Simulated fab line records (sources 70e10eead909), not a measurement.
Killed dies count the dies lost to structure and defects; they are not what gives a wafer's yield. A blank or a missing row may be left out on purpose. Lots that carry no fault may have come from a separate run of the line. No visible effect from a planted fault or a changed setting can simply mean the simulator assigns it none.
Which tool is to blame?    flow nand-harc    6 lots with 18 wafers sampled at 4 steps, on a route of 1302 steps

## WHAT THE GAUGES READ, wafer by wafer
NHARC_END_SORT_01.
lot   measured      on         killed-short
L750  day 27 22:22  prober-02  3 0 1
L760  day 32 04:25  prober-01  2 3 0
L762  day 32 18:08  prober-01  5 3 3

## WHAT TOOL EACH LOT RAN ON (gives the tool, then ch and the chambers of the sampled wafers, and finally the start)
lot   NHARC_A_CONTACT_ETCH_97                        NHARC_A_CONTACT_DEP_84         NHARC_A_CONTACT_ETCH_31
L744  rie-diel-02 ch 1,2,3, day 22 20:12 or earlier  acl-dep-01 ch 0, day 22 20:12  rie-diel-06 ch 0,1,3, day 22 23:14
L748  rie-diel-06 ch 1,2, day 25 10:04 or earlier    acl-dep-02 ch 0, day 25 10:04  rie-diel-02 ch 0,3, day 25 12:50
L750  rie-diel-02 ch 0,1,3, day 25 13:15 or earlier  acl-dep-02 ch 0, day 25 13:15  rie-diel-06 ch 0,2,3, day 25 16:13
L760  rie-diel-06 ch 2,3, day 29 19:48 or earlier    acl-dep-01 ch 0, day 29 19:48  rie-diel-02 ch 0,1,2, day 29 22:30
L762  rie-diel-02 ch 0,2, day 30 10:12 or earlier    acl-dep-01 ch 0, day 30 10:12  rie-diel-02 ch 0,2,3, day 30 13:32
L766  rie-diel-02 ch 0,2,3, day 31 15:55 or earlier  acl-dep-03 ch 0, day 31 15:55  rie-diel-06 ch 0,1,3, day 31 19:15
- NHARC_A_CONTACT_ETCH_97: etches the open film in C4F6/O2, target depth 20 nm, time 10 s.
- NHARC_A_CONTACT_DEP_84: deposits aC, target thk 2800 nm.
- NHARC_A_CONTACT_ETCH_31: etches the open film in O2/COS, target depth 2800 nm, time 728 s.

## THE ANSWER, worked out from the rows above alone
Rule: usual is defined by the lots themselves. The widest of any qualifying gaps counts: lots, ordered by their means at a reading, are off when they make up no more than a third of the lots, leave a main group of 4 or more, and stand apart from it by 3 or more times the standard deviation of that group's means. Not used: any main group whose means are identical at the precision the tables above print for the reading. A lot without any number at a reading at which 4 lots or more have one is off too. Where the step has rows for the other lots, those lots are counted as sound.
No lot is off at any reading shown: from this, nothing can be told.

## WHAT WAS PUT IN BY THE SIMULATOR
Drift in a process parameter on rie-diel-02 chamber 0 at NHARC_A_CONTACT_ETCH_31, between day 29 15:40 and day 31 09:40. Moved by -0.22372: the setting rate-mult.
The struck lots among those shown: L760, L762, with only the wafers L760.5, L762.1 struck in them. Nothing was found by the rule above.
